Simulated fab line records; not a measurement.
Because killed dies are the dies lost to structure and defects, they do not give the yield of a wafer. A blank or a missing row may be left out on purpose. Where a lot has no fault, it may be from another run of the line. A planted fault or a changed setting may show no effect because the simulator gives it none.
Matching of chambers + flow nandHarc + rieDiel-02 running NHARC_P_GATE_ETCHBACK_37: 4 sister chambers
The step etches the open film in CHF3/O2, target depth 34.5 nm, time 17.2 s. 8 wafers are shown with their chamber, then 7 later ones without.

## WAFERS WITH THEIR CHAMBER
| wafer  | chamber | drypumpMotorCurrentA (A) | rfVppV (V) |
|--------|---------|--------------------------|------------|
| L498.3 | 0       | 6.7                      | 368.0      |
| L498.4 | 0       | 6.7                      | 369.3      |
| L512.6 | 2       | 5.8                      | 372.9      |
| L518.1 | 2       | 5.8                      | 373.7      |
| L518.4 | 1       | 5.0                      | 369.0      |
| L518.6 | 3       | 5.6                      | 368.3      |
| L519.1 | 3       | 5.6                      | 369.9      |
| L519.3 | 1       | 4.9                      | 367.3      |

## WAFERS WITH NO CHAMBER GIVEN
| wafer  | drypumpMotorCurrentA (A) | rfVppV (V) |
|--------|--------------------------|------------|
| L519.5 | 6.7                      | 369.8      |
| L520.1 | 6.7                      | 369.5      |
| L520.2 | 4.9                      | 367.4      |
| L520.4 | 5.6                      | 370.8      |
| L521.1 | 4.9                      | 367.8      |
| L521.4 | 5.6                      | 369.0      |
| L521.6 | 4.9                      | 367.9      |

## CHAMBER TAKEN BY EACH
| wafer  | from the rows above | in truth |
|--------|---------------------|----------|
| L519.5 | 0                   | 0        |
| L520.1 | 0                   | 0        |
| L520.2 | 1                   | 1        |
| L520.4 | 3                   | 3        |
| L521.1 | 1                   | 1        |
| L521.4 | 3                   | 3        |
| L521.6 | 1                   | 1        |
7 of 7 placed correctly. Left unplaced by these rows: 0. Wrongly placed: 0.
How it was worked out, from the rows above alone: a wafer's distance from a chamber is the root of the sum, over the readings, of the square of ((its reading less the chamber's mean) divided by the reading's scatter). If the next closest chamber is less than 2 further off than the closest, the wafer can't be placed; otherwise it belongs to the closest. The mean given for a chamber averages the wafers shown for that chamber. The scatter: the root of (the sum of the squares of (reading less its chamber's mean) over the shown wafers, divided by (wafers less chambers)).
